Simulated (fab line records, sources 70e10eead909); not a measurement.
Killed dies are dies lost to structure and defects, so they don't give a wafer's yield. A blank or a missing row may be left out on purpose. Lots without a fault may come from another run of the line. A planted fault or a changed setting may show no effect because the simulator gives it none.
Which tool did it? | flow nand_harc | 6 lots, 18 wafers sampled, at 4 steps of a route of 1159

WHAT THE GAUGES READ, wafer by wafer
NHARC_A_SGD_CUT_OVL_MEAS_10.
lot  | measured     | on         | overlay_x_nm (nm)
L188 | day 13 23:47 | overlay-02 | 1.3 1.7 1.3
L193 | day 15 07:18 | overlay-01 | -0.5 -0.7 -0.2
L196 | day 16 04:38 | overlay-01 | -1.6 -1.9 -1.9
L204 | day 17 16:37 | overlay-01 | 18.6 18.5 19.1
L207 | day 18 17:01 | overlay-01 | 0.0 -0.3 -0.6
L210 | day 19 07:02 | overlay-02 | -1.4 -1.3 -1.8

WHICH TOOL RAN EACH LOT (tool, then ch and the chambers of the sampled wafers, then the start)
lot  | NHARC_A_STAIRCASE_CMP_450     | NHARC_A_STAIRCASE_STRIP_475                   | NHARC_A_SGD_CUT_EXPOSE_06
L188 | cmp-04 ch 0,2,3, day 13 21:05 | rie_diel-01 ch 1,2,3, day 13 23:34 or earlier | arfi_scanner-02 ch 0, day 13 23:34
L193 | cmp-02 ch 0,2,3, day 15 04:03 | rie_diel-11 ch 0,1,2, day 15 07:04 or earlier | arfi_scanner-01 ch 0, day 15 07:04
L196 | cmp-04 ch 0,1,2, day 16 01:57 | rie_diel-11 ch 1,2,3, day 16 04:24 or earlier | arfi_scanner-02 ch 0, day 16 04:24
L204 | cmp-02 ch 1,3, day 17 13:56   | rie_diel-11 ch 0,2, day 17 16:23 or earlier   | arfi_scanner-03 ch 0, day 17 16:23
L207 | cmp-04 ch 1,3, day 18 14:12   | rie_diel-01 ch 0,2,3, day 18 16:47 or earlier | arfi_scanner-02 ch 0, day 18 16:47
L210 | cmp-03 ch 0,2, day 19 04:28   | rie_diel-13 ch 0,1, day 19 06:48 or earlier   | arfi_scanner-01 ch 0, day 19 06:48
- NHARC_A_STAIRCASE_CMP_450: polishes SiO2, target thk 200 nm.
- NHARC_A_STAIRCASE_STRIP_475: strips in O2, time 20 s.
- NHARC_A_SGD_CUT_EXPOSE_06: exposes mask SGD.

THE ANSWER, worked out from the rows above alone
Rule: what is usual is taken from the lots themselves. Put in order of their means at a reading, lots are off if they are a third of the lots or fewer, leave a main group of 4 or more, and stand apart from it by a gap of 3 or more times the standard deviation of the main group's means; of several such gaps the widest counts. A main group whose means are all the same, to the digits that the tables above print for the reading, isn't used. A lot without any number at a reading at which 4 lots or more have one is off too. The other lots that the step has rows for count as sound.
Off: L204, at NHARC_A_SGD_CUT_OVL_MEAS_10 (overlay_x_nm). The main group: mean -0.5 nm, standard deviation 1.1.
A tool fits if, at a process step before that reading, it ran every lot that is off, and no sound lot after the first of them. The gauges at NHARC_A_SGD_CUT_OVL_MEAS_10 are tried like those tools. NHARC_A_STAIRCASE_STRIP_475 gives no start for some lots, so the hours and the order of its lots are those of NHARC_A_SGD_CUT_EXPOSE_06. Can't be told from this: 3 tools fit, cmp-02 at NHARC_A_STAIRCASE_CMP_450, rie_diel-11 at NHARC_A_STAIRCASE_STRIP_475, arfi_scanner-03 at NHARC_A_SGD_CUT_EXPOSE_06.

WHAT THE SIMULATOR HAD PUT IN
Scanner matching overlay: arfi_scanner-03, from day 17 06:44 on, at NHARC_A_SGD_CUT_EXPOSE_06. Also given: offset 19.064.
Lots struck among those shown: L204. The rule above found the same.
